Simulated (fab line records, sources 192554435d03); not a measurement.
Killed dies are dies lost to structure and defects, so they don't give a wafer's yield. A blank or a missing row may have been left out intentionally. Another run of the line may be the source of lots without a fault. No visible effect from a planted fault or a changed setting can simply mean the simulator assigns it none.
Split-lot experiment / flow n5-finfet / route with 1938 steps; 7 lots, 21 wafers read

## SPLIT DETAILS
At N5_BEOL_M0_SAQP_PECVD_96 (deposits a-Si from SiH4/He, target thk 45 nm, time 45.2 s), the setting time-s was moved away from the recipe's 45.2 s on 8 of the 21 wafers read, by -12.9% to +14.5%. The other wafers ran this setting at the recipe's value.

## FROM THE SPLIT TO THE READING: what the file shows between them, 6 steps
- N5_BEOL_M0_SAQP_SPACER1_ALD_98: deposits SiO2, target thk 12.8 nm, pulse time 1 s, purge time 2 s (also split here: ald-cycles)
- N5_BEOL_M0_SAQP_SPACER1_ETCHBACK_99: etches SiO2 in CHF3/O2, target depth 15.4 nm, time 7.7 s
- N5_BEOL_M0_SAQP_MANDREL1_REMOVE_100: chemistry HBr/Cl2/O2, target a-Si, stops on SiNx, bt time 10 s
- N5_BEOL_M0_SAQP_CD_MEAS_25: target cd 13.1 nm
- N5_BEOL_M0_SAQP_ETCH_101: etches SiNx in CH3F/O2, target depth 29.9 nm, time 42.7 s
- N5_BEOL_M0_SAQP_ETCH_102: etches SiO2 in CF4, target depth 4 nm, time 4.4 s

## THE READING
oes-product-au, in a.u., at N5_BEOL_M0_SAQP_MANDREL_ETCH_103 (etches a-Si in HBr/Cl2, stops on SiCN, target depth 45 nm, bt time 10 s, time 27 s). A value of 0.678 a.u. with a standard deviation of 0.01 a.u. is what fault-free wafers of this fab line usually give.

wafer=L074.3; tool, chamber at the split=pecvd-03, 1; time-s as run, s=45.2; against the recipe=recipe; oes-product-au, a.u.=0.677; against lot-mates on the recipe=-
wafer=L074.4; tool, chamber at the split=pecvd-03, 0; time-s as run, s=45.2; against the recipe=recipe; oes-product-au, a.u.=0.685; against lot-mates on the recipe=-
wafer=L074.5; tool, chamber at the split=pecvd-03, 2; time-s as run, s=45.2; against the recipe=recipe; oes-product-au, a.u.=0.670; against lot-mates on the recipe=-
wafer=L075.1; tool, chamber at the split=pecvd-03, 1; time-s as run, s=39.38; against the recipe=-12.9%; oes-product-au, a.u.=0.641; against lot-mates on the recipe=-0.030
wafer=L075.2; tool, chamber at the split=pecvd-03, 2; time-s as run, s=45.2; against the recipe=recipe; oes-product-au, a.u.=0.671; against lot-mates on the recipe=-
wafer=L075.3; tool, chamber at the split=pecvd-03, 0; time-s as run, s=39.38; against the recipe=-12.9%; oes-product-au, a.u.=0.630; against lot-mates on the recipe=-0.041
wafer=L082.2; tool, chamber at the split=pecvd-03, 0; time-s as run, s=45.2; against the recipe=recipe; oes-product-au, a.u.=0.695; against lot-mates on the recipe=-
wafer=L082.4; tool, chamber at the split=pecvd-03, 0; time-s as run, s=40.9; against the recipe=-9.5%; oes-product-au, a.u.=0.640; against lot-mates on the recipe=-0.054
wafer=L082.6; tool, chamber at the split=pecvd-03, 2; time-s as run, s=45.2; against the recipe=recipe; oes-product-au, a.u.=0.694; against lot-mates on the recipe=-
wafer=L089.1; tool, chamber at the split=pecvd-03, 0; time-s as run, s=45.2; against the recipe=recipe; oes-product-au, a.u.=0.688; against lot-mates on the recipe=-
wafer=L089.3; tool, chamber at the split=pecvd-03, 1; time-s as run, s=49.81; against the recipe=+10.2%; oes-product-au, a.u.=0.716; against lot-mates on the recipe=+0.025
wafer=L089.4; tool, chamber at the split=pecvd-03, 1; time-s as run, s=45.2; against the recipe=recipe; oes-product-au, a.u.=0.694; against lot-mates on the recipe=-
wafer=L093.3; tool, chamber at the split=pecvd-04, 1; time-s as run, s=51.75; against the recipe=+14.5%; oes-product-au, a.u.=0.737; against lot-mates on the recipe=+0.049
wafer=L093.4; tool, chamber at the split=pecvd-04, 1; time-s as run, s=45.2; against the recipe=recipe; oes-product-au, a.u.=0.688; against lot-mates on the recipe=-
wafer=L093.6; tool, chamber at the split=pecvd-04, 2; time-s as run, s=51.75; against the recipe=+14.5%; oes-product-au, a.u.=0.753; against lot-mates on the recipe=+0.065
wafer=L094.2; tool, chamber at the split=pecvd-03, 0; time-s as run, s=45.2; against the recipe=recipe; oes-product-au, a.u.=0.692; against lot-mates on the recipe=-
wafer=L094.3; tool, chamber at the split=pecvd-03, 0; time-s as run, s=45.2; against the recipe=recipe; oes-product-au, a.u.=0.667; against lot-mates on the recipe=-
wafer=L094.4; tool, chamber at the split=pecvd-03, 1; time-s as run, s=43.4; against the recipe=-4.0%; oes-product-au, a.u.=0.660; against lot-mates on the recipe=-0.019
wafer=L096.2; tool, chamber at the split=pecvd-03, 0; time-s as run, s=50.51; against the recipe=+11.7%; oes-product-au, a.u.=0.712; against lot-mates on the recipe=+0.042
wafer=L096.4; tool, chamber at the split=pecvd-03, 1,0; time-s as run, s=45.2; against the recipe=recipe; oes-product-au, a.u.=0.680; against lot-mates on the recipe=-
wafer=L096.5; tool, chamber at the split=pecvd-03, 1,0; time-s as run, s=45.2; against the recipe=recipe; oes-product-au, a.u.=0.659; against lot-mates on the recipe=-
Where a row lists several chambers, the file gives one row for several wafers and doesn't say which wafer went through which chamber.

FIT RESULTS
A straight line over all 21 wafers: oes-product-au changes by +0.00384 a.u. for each +1% of time-s; r = +0.94; the points scatter about the line by 0.011 a.u.
The same after taking each lot's own level away (the mean of its wafers on the recipe; 21 wafers): +0.00356 a.u. for each +1%; r = +0.94; scatter 0.0095 a.u.
On that fit, the largest move of time-s shifts the reading by 0.052 a.u.
The span of the lots' own levels, 0.6695 to 0.6945 a.u., comes to 2.5 times the standard deviation stated above.
Hence the lot-to-lot level has little effect on the slope; both slopes agree.
Check: with one of the wafers moved furthest among these (+14.5%) left out of the fit, the line predicts +0.0521 a.u. for it against its lot-mates. Against them it came out at +0.049 a.u.

## OTHER SPLITS ON THESE WAFERS
These wafers also went through other splits before the reading. Each is held against what the fit with the lots' levels taken away leaves over:
other split on the same wafers=N5_GATE_CUT_COAT_34 spin-rpm; wafers away from the commonest value=4; r with oes-product-au (lot level and that fit taken away)=-0.35
other split on the same wafers=N5_MOL_CONTACT_COAG_ETCHBACK_135 time-s; wafers away from the commonest value=5; r with oes-product-au (lot level and that fit taken away)=-0.14
other split on the same wafers=N5_MOL_CONTACT_COAG_VIA_ETCH_46 bias-w; wafers away from the commonest value=11; r with oes-product-au (lot level and that fit taken away)=+0.19
other split on the same wafers=N5_BEOL_M0_SAQP_SPACER1_ALD_98 ald-cycles; wafers away from the commonest value=8; r with oes-product-au (lot level and that fit taken away)=-0.05

## THE WHOLE CHAIN: every reading that the file lists as answering this split, in the file's order
step=N5_BEOL_M0_SAQP_PECVD_96; what it does=deposits a-Si from SiH4/He, target thk 45 nm, time 45.2 s; reading=a-Si_of_BEOL_M0_SAQP_PECVD_96.thk-nm (the simulator's own value, which no gauge read); change (the file's fit)=+0.407 nm for each +1% of the setting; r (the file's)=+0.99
step=N5_BEOL_M0_SAQP_MANDREL_ETCH_103; what it does=etches a-Si in HBr/Cl2, stops on SiCN, target depth 45 nm, bt time 10 s, time 27 s; reading=oes-product-au; change (the file's fit)=+0.00363 a.u. for each +1% of the setting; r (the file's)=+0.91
step=N5_BEOL_M0_SAQP_MANDREL_ETCH_103; what it does=etches a-Si in HBr/Cl2, stops on SiCN, target depth 45 nm, bt time 10 s, time 27 s; reading=etch.depth-nm (the simulator's own value, which no gauge read); change (the file's fit)=+0.405 nm for each +1% of the setting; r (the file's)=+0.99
step=N5_BEOL_M0_SAQP_SPACER2_ETCHBACK_27; what it does=etches SiO2 in CHF3/O2, target depth 22.5 nm, time 11.25 s; reading=a-Si_of_BEOL_M0_SAQP_PECVD_96.thk-nm (the simulator's own value, which no gauge read); change (the file's fit)=+0.404 nm for each +1% of the setting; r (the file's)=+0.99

## THE FILE'S OWN FIT
oes-product-au changes by +0.00363 a.u. for each +1% of time-s, r = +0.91.
